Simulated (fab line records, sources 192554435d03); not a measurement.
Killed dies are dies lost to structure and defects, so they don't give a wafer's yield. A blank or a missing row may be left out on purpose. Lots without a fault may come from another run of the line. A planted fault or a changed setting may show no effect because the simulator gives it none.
Chamber matching | flow n5_finfet | N5_GATE_CUT_ETCH_28 on rie_diel-01: 4 sister chambers
The step etches underlayer in N2/H2, target depth 13 nm, time 10.4 s. 8 wafers are shown with their chamber, then 7 later ones without.

WAFERS WITH THEIR CHAMBER
wafer  | chamber | throttle_valve_pct (%) | showerhead_plenum_p_Torr (Torr)
L079.5 | 1       | 18.21                  | 2.45
L081.2 | 2       | 17.83                  | 2.64
L081.6 | 3       | 17.97                  | 2.44
L084.2 | 0       | 17.60                  | 2.60
L084.3 | 1       | 18.23                  | 2.45
L084.4 | 2       | 17.85                  | 2.63
L090.3 | 0       | 17.59                  | 2.59
L090.4 | 3       | 17.97                  | 2.44

WAFERS WITHOUT THEIR CHAMBER
wafer  | throttle_valve_pct (%) | showerhead_plenum_p_Torr (Torr)
L090.6 | 18.25                  | 2.44
L095.1 | 18.25                  | 2.44
L095.3 | 17.87                  | 2.63
L095.5 | 17.98                  | 2.43
L096.1 | 17.88                  | 2.62
L096.2 | 18.01                  | 2.43
L096.5 | 17.63                  | 2.59

WHICH CHAMBER EACH WENT THROUGH
wafer  | from the rows above | in truth
L090.6 | 1                   | 1
L095.1 | 1                   | 1
L095.3 | 2                   | 2
L095.5 | 3                   | 3
L096.1 | 2                   | 2
L096.2 | 3                   | 3
L096.5 | 0                   | 0
Placed correctly: 7 of 7. Can't be placed from these rows: 0. Placed wrongly: 0.
How it was worked out, from the rows above alone: a wafer's distance from a chamber is the root of the sum, over the readings, of the square of ((its reading less the chamber's mean) divided by the reading's scatter). The wafer belongs to the nearest chamber; if the next one is less than 2 further off, it can't be placed. A chamber's mean is the mean of its shown wafers. The scatter: the root of (the sum of the squares of (reading less its chamber's mean) over the shown wafers, divided by (wafers less chambers)).
